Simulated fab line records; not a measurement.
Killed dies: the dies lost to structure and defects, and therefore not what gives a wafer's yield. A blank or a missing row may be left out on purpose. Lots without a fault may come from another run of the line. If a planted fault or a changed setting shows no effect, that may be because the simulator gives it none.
Chamber matching | flow n5-finfet | N5_SD_EPI_N_ETCH_35 on rie-diel-05 has 4 sister chambers
The step etches SOC in N2/H2, overetch 108 nm, time 486 s. 4 wafers are shown with their chamber, then 8 later ones without.

## WAFERS, EACH WITH ITS CHAMBER
wafer  | chamber | showerhead-plenum-p-Torr (Torr)
L083.5 | 1       | 2.62
L087.1 | 3       | 2.41
L087.2 | 2       | 2.68
L088.3 | 0       | 2.64

## WAFERS WHOSE CHAMBER IS MISSING
wafer  | showerhead-plenum-p-Torr (Torr)
L088.5 | 2.68
L088.6 | 2.64
L092.1 | 2.64
L092.2 | 2.73
L092.3 | 2.61
L097.1 | 2.67
L097.3 | 2.73
L097.6 | 2.73

## CHAMBER TAKEN BY EACH
wafer  | from the rows above          | in truth
L088.5 | can't be placed: 2 or 0 or 1 | 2
L088.6 | can't be placed: 0 or 1 or 2 | 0
L092.1 | can't be placed: 0 or 1 or 2 | 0
L092.2 | can't be placed: 2 or 0 or 1 | 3
L092.3 | can't be placed: 1 or 0 or 2 | 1
L097.1 | can't be placed: 2 or 0 or 1 | 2
L097.3 | can't be placed: 2 or 0 or 1 | 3
L097.6 | can't be placed: 2 or 0 or 1 | 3
0 of 8 placed correctly. Can't be placed from these rows: 8 (the true chamber is among the candidates in 5). Wrongly placed: 0.
How it was worked out, from the rows above alone: a wafer's distance from a chamber is the root of the sum, over the readings, of the square of ((its reading less the chamber's mean) divided by the reading's scatter). If the next closest chamber is less than 2 further off than the closest, the wafer can't be placed; otherwise it belongs to the closest. Each chamber's mean is taken over the wafers shown for it. The scatter: root of mean squared gap, hidden wafer to nearest shown wafer, with one shown wafer a chamber.
